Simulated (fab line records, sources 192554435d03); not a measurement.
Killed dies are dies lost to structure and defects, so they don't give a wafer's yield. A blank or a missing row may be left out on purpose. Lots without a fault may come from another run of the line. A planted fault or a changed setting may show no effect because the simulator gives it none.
fab line records | flow n5_finfet
record lots=11 wafers=33 last_day=18
route steps=1938 shown MIM_BOT_LITHO@1864 TV_LITHO@1885 TV_OPEN@1887
lots that met no fault: from a run of the same line without faults
start_h: hours from the record's first day to the start of the lot's first wafer shown | wait_h: hours since the lot's step before | " the same as in the row above | L1.1+2: a row that stands for several wafers | - no value, or no start given | * or withheld: withheld | < > ~ a bound
route shown NAME@n: a module of which the file shows steps, and the number in the route of the first | usual: mean/standard deviation of fault-free wafers | same: alike in all rows | chamber/n: place in a boat | sites: the reading at each site | _std_site: their standard deviation | _edge_site: outer sites' mean less inner sites' | radius_mm: how far each site lies from the wafer's centre | mask NAME#n: copy n | behind: the tool/chamber that last shaped the wafer | hold: why the lot was held/for how many hours/how that ended | device: the transistor (n, p or np) that didn't switch | end of line: the same wafers' tests at the end of the route | a step without rows: its recipe alone | killed: dies lost to structure and defects at the first sort, not the wafer's yield | map: a wafer's dies, x killed, . not, _ none there
set.NAME: the setting as run; set.NAME@STEP: as run at that earlier step | model.NAME: the simulator's own value behind a step, which no gauge read
steps of the route over a sample of lots; a table a step, a row a wafer
services: from which hour (start_h, from the record's first day; less than 0 if before it) a tool's chamber was out of use, for how many hours, and why
## steps
# step N5_MIM_BOT_LITHO_INSPECT_12
# recipe mode=adi inspect_instrument=macro
# usual raw_defect_count=2.0/1.6
# columns lot.wafer tool chamber start_h wait_h raw_defect_count
L310.1 defect_inspect-01 - 287.78 0.0 1
L310.3 " - " " 0
L310.6 " - " " 4
L308.2 defect_inspect-02 - 291.70 0.0 1
L308.4 " - " " 3
L308.6 " - " " 4
L312.3 defect_inspect-01 - 307.99 0.0 0
L312.4 " - " " 3
L312.6 " - " " 6
L313.1 defect_inspect-01 - 319.16 0.0 2
L313.3 " - " " 0
L313.6 " - " " 0
L307.1 defect_inspect-02 - 323.37 0.0 1
L307.5 " - " " 3
L307.6 " - " " 4
L322.2 defect_inspect-02 - 377.72 0.0 2
L322.3 " - " " 2
L322.4 " - " " 4
L324.3 defect_inspect-02 - 384.92 0.0 0
L324.5 " - " " 0
L324.6 " - " " 1
L325.3 defect_inspect-01 - 389.08 0.0 2
L325.4 " - " " 3
L325.6 " - " " 2
L327.1 defect_inspect-01 - 418.24 0.0 2
L327.2 " - " " 6
L327.5 " - " " 0
L328.2 defect_inspect-01 - 418.52 0.0 1
L328.3 " - " " 3
L328.4 " - " " 2
L330.2 defect_inspect-01 - 424.68 0.0 3
L330.4 " - " " 4
L330.5 " - " " 2
# step N5_PASSIVATION_INSPECT_61
# recipe mode=adi inspect_instrument=macro
# usual raw_defect_count=2.2/1.5
# columns lot.wafer tool chamber start_h wait_h raw_defect_count
L310.1 defect_inspect-01 - 289.32 0.0 1
L310.3 " - " " 0
L310.6 " - " " 1
L308.2 defect_inspect-02 - 295.23 0.0 1
L308.4 " - " " 1
L308.6 " - " " 1
L312.3 defect_inspect-02 - 309.72 0.0 4
L312.4 " - " " 5
L312.6 " - " " 4
L313.1 defect_inspect-02 - 320.80 0.0 1
L313.3 " - " " 3
L313.6 " - " " 0
L307.1 defect_inspect-02 - 324.79 0.0 0
L307.5 " - " " 2
L307.6 " - " " 1
L322.2 defect_inspect-02 - 379.43 0.0 2
L322.3 " - " " 0
L322.4 " - " " 3
L324.3 defect_inspect-01 - 387.53 0.0 2
L324.5 " - " " 1
L324.6 " - " " 1
L325.3 defect_inspect-01 - 391.04 0.0 4
L325.4 " - " " 0
L325.6 " - " " 3
L327.1 defect_inspect-02 - 421.40 0.0 4
L327.2 " - " " 0
L327.5 " - " " 5
L328.2 defect_inspect-01 - 421.56 0.0 4
L328.3 " - " " 5
L328.4 " - " " 4
L330.2 defect_inspect-01 - 426.30 0.0 3
L330.4 " - " " 3
L330.5 " - " " 4
# step N5_PASSIVATION_PASS_ETCH_74
# recipe chemistry=CF4/O2 target=SiNx target_depth_a=2200 time_s=110 ion_energy_ev=100 pressure_mtorr=40 source_w=535 bias_w=49 Ar_flow_sccm=100 cf4_flow_sccm=100 O2_flow_sccm=10
# usual cf4_flow_sccm=99.9/0.31 drypump_motor_current_A=5.8/0.34 oes_ar_750_au=0.82/0.076 oes_o_777_au=0.82/0.066 oes_product_au=0.82/0.079 rf_vpp_V=243/5.1 showerhead_plenum_p_Torr=2.25/0.065 throttle_valve_pct=15.94/0.19
# columns lot.wafer tool chamber start_h wait_h cf4_flow_sccm drypump_motor_current_A oes_ar_750_au oes_o_777_au oes_product_au rf_hours_counter_h rf_vpp_V showerhead_plenum_p_Torr throttle_valve_pct
L310.1 rie_diel-06 2 289.42 0.0 100.7 5.9 0.71 0.74 0.71 167 243 2.28 15.76
L310.3 " 0 " " 100.2 5.9 0.85 0.86 0.85 63 240 2.25 15.71
L310.6 " 3 " " 99.8 5.9 0.82 0.81 0.80 - 243 2.13 16.24
L308.2 rie_diel-06 2 295.33 0.0 99.7 5.9 0.72 0.74 0.70 168 242 2.28 15.75
L308.4 " 0 " " 99.9 5.9 0.85 0.85 0.85 65 239 2.25 15.73
L308.6 " 2 " " 99.5 5.9 0.72 0.75 0.70 - 242 2.28 15.76
L312.3 rie_diel-04 3 309.95 0.0 99.9 5.4 0.81 0.81 0.81 102 239 2.23 15.78
L312.4 " 1 " " 100.0 5.8 0.97 0.95 0.95 9 235 2.17 15.78
L312.6 " 2 " " 100.1 5.4 0.75 0.76 0.74 - 250 2.31 16.21
L313.1 rie_diel-06 2 320.97 0.0 99.1 5.9 0.70 0.74 0.70 177 243 2.28 15.78
L313.3 " 0 " " 100.4 5.9 0.84 0.84 0.84 72 240 2.25 15.75
L313.6 " 3 " " 99.9 5.8 0.80 0.80 0.79 - 244 2.12 16.26
L307.1 rie_diel-06 3 324.93 0.0 100.2 5.9 0.80 0.80 0.78 112 245 2.12 16.25
L307.5 " 3 " " 100.3 5.9 0.80 0.79 0.79 - 244 2.12 16.25
L307.6 " 0 " " 100.2 5.9 0.84 0.84 0.84 - 240 2.25 15.73
L322.2 rie_diel-06 1 379.53 0.0 77.1 5.9 1.01 1.11 0.87 52 238 2.16 14.94
L322.3 " 2 " " 99.9 6.0 0.69 0.73 0.70 193 242 2.27 15.82
L322.4 " 0 " " 100.1 5.9 0.83 0.83 0.83 89 238 2.24 15.76
L324.3 rie_diel-06 1 387.63 0.0 77.2 5.9 1.01 1.11 0.86 55 238 2.16 14.95
L324.5 " 0 " " 100.2 5.8 0.82 0.82 0.83 - 239 2.24 15.78
L324.6 " 2 " " 99.9 5.9 0.69 0.72 0.70 - 241 2.27 15.83
L325.3 rie_diel-04 1 391.45 0.0 99.2 5.8 0.92 0.90 0.90 31 235 2.16 15.82
L325.4 " 3 " " 100.1 5.4 0.79 0.78 0.79 126 241 2.23 15.81
L325.6 " 2 " " 100.3 5.4 0.73 0.74 0.73 - 249 2.30 16.24
L327.1 rie_diel-04 2 421.83 0.0 99.6 5.4 0.72 0.74 0.72 186 248 2.30 16.25
L327.2 " 0 " " 99.7 6.3 0.86 0.89 0.86 49 249 2.32 15.93
L327.5 " 1 " " 100.0 5.8 0.90 0.87 0.89 - 234 2.16 15.85
L328.2 rie_diel-02 2 421.83 0.0 99.5 5.2 0.81 0.81 0.80 101 242 2.22 16.00
L328.3 " 0 " " 100.1 6.5 0.87 0.84 0.89 44 247 2.33 15.82
L328.4 " 3 " " 99.4 5.9 0.81 0.82 0.79 113 232 2.23 16.06
L330.2 rie_diel-04 0 426.40 0.0 100.0 6.3 0.85 0.88 0.86 51 250 2.32 15.92
L330.4 " 3 " " 99.7 5.4 0.78 0.77 0.77 137 239 2.22 15.85
L330.5 " 1 " " 99.9 5.7 0.90 0.86 0.88 - 234 2.16 15.84
# step N5_PASSIVATION_ETCH_15
# recipe chemistry=CF4/N2 target=SiCN target_depth_a=750 taper_deg=2 time_s=81.2 ion_energy_ev=150 mask_material=SiNx pressure_mtorr=40 source_w=430 bias_w=70 Ar_flow_sccm=100 cf4_flow_sccm=60 n2_flow_sccm=60
# usual cf4_flow_sccm=60.00/0.2 drypump_motor_current_A=5.8/0.34 oes_product_au=0.81/0.079 rf_vpp_V=383.3/1.9 showerhead_plenum_p_Torr=2.26/0.065 throttle_valve_pct=15.39/0.2
# columns lot.wafer tool chamber start_h wait_h cf4_flow_sccm drypump_motor_current_A oes_product_au rf_hours_counter_h rf_vpp_V showerhead_plenum_p_Torr throttle_valve_pct
L310.1 rie_diel-06 2 - - 59.82 5.9 0.71 167 384.8 2.28 15.22
L310.3 " 0 " " 60.01 5.9 0.85 63 382.3 2.25 15.12
L310.6 " 3 " " 59.94 5.9 0.80 - 380.1 2.13 15.73
L308.2 rie_diel-06 2 - - 60.05 6.0 0.71 168 384.4 2.28 15.21
L308.4 " 0 " " 60.15 5.9 0.85 65 382.5 2.25 15.13
L308.6 " 2 " " 60.33 5.9 0.71 - 384.3 2.28 15.23
L312.3 rie_diel-04 3 - - 60.11 5.4 0.81 103 382.1 2.23 15.23
L312.4 " 1 " " 60.14 5.8 0.95 9 381.0 2.17 15.22
L312.6 " 2 " " 60.09 5.4 0.75 - 383.9 2.31 15.64
L313.1 rie_diel-06 2 - - 59.83 5.9 0.69 177 384.6 2.28 15.26
L313.3 " 0 " " 59.95 5.8 0.84 72 383.2 2.24 15.14
L313.6 " 3 " " 60.23 5.9 0.79 - 378.1 2.13 15.76
L307.1 rie_diel-06 3 - - 60.17 5.9 0.78 112 380.0 2.13 15.74
L307.5 " 3 " " 60.23 5.8 0.78 - 380.1 2.13 15.74
L307.6 " 0 " " 59.69 5.9 0.82 - 382.4 2.24 15.16
L322.2 rie_diel-06 1 - - 60.07 5.9 0.88 52 385.3 2.33 15.31
L322.3 " 2 " " 59.98 5.9 0.69 193 385.3 2.27 15.28
L322.4 " 0 " " 60.16 5.9 0.83 89 381.9 2.24 15.19
L324.3 rie_diel-06 1 - - 59.82 5.9 0.89 55 383.6 2.33 15.32
L324.5 " 0 " " 59.93 5.8 0.84 - 382.1 2.24 15.20
L324.6 " 2 " " 59.95 5.9 0.69 - 383.9 2.27 15.28
L325.3 rie_diel-04 1 - - 59.96 5.8 0.90 31 381.6 2.16 15.26
L325.4 " 3 " " 60.07 5.4 0.79 126 381.1 2.23 15.25
L325.6 " 2 " " 59.97 5.3 0.73 - 383.5 2.31 15.70
L327.1 rie_diel-04 2 - - 59.85 5.4 0.72 186 384.3 2.30 15.70
L327.2 " 0 " " 59.96 6.3 0.87 49 385.4 2.33 15.38
L327.5 " 1 " " 60.14 5.8 0.89 - 381.7 2.16 15.31
L328.2 rie_diel-02 2 - - 59.97 5.3 0.79 101 383.2 2.22 15.45
L328.3 " 0 " " 60.08 6.5 0.88 44 385.0 2.33 15.25
L328.4 " 3 " " 59.95 5.9 0.79 113 382.7 2.23 15.50
L330.2 rie_diel-04 0 - - 60.13 6.3 0.87 51 384.6 2.33 15.37
L330.4 " 3 " " 60.14 5.4 0.77 137 381.9 2.22 15.29
L330.5 " 1 " " 59.93 5.8 0.88 - 379.1 2.16 15.29
## services
# columns tool chamber start_h hours kind
rie_diel-02 0 265.89 - clean
rie_diel-02 0 265.89 - consumable_replace:focus_ring
rie_diel-02 0 265.89 - consumable_replace:showerhead
rie_diel-02 0 265.89 15.8 scheduled_down
rie_diel-02 0 265.89 15.8 vent_cycle
rie_diel-06 - 301.29 2.1 repair
rie_diel-02 - 350.76 0.6 repair
rie_diel-04 - 369.49 0.5 repair
rie_diel-06 3 382.22 3.5 repair
rie_diel-06 3 387.36 10.5 repair
## key
first_sign step=N5_PASSIVATION_PASS_ETCH_74 reading=cf4_flow_sccm direction=down sigmas=74 usual=99.9 struck=77.2
effect step=N5_PASSIVATION_PASS_ETCH_74 reading=throttle_valve_pct direction=down sigmas=5.3 usual=* struck=*
met_at N5_PASSIVATION_PASS_ETCH_74
struck_lots L322,L324
struck_wafers L322.2,L324.3
not_acting_at N5_MIM_BOT_LITHO_INSPECT_12,N5_PASSIVATION_INSPECT_61,N5_PASSIVATION_ETCH_15
fault kind=process_parameter_drift tool=rie_diel-06 chamber=1 onset_h=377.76 steps=N5_PASSIVATION_PASS_ETCH_74 channel=cf4_flow_sccm offset=-22.5 shape=step end_h=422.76 acts_in=these_recipes_only stated=100
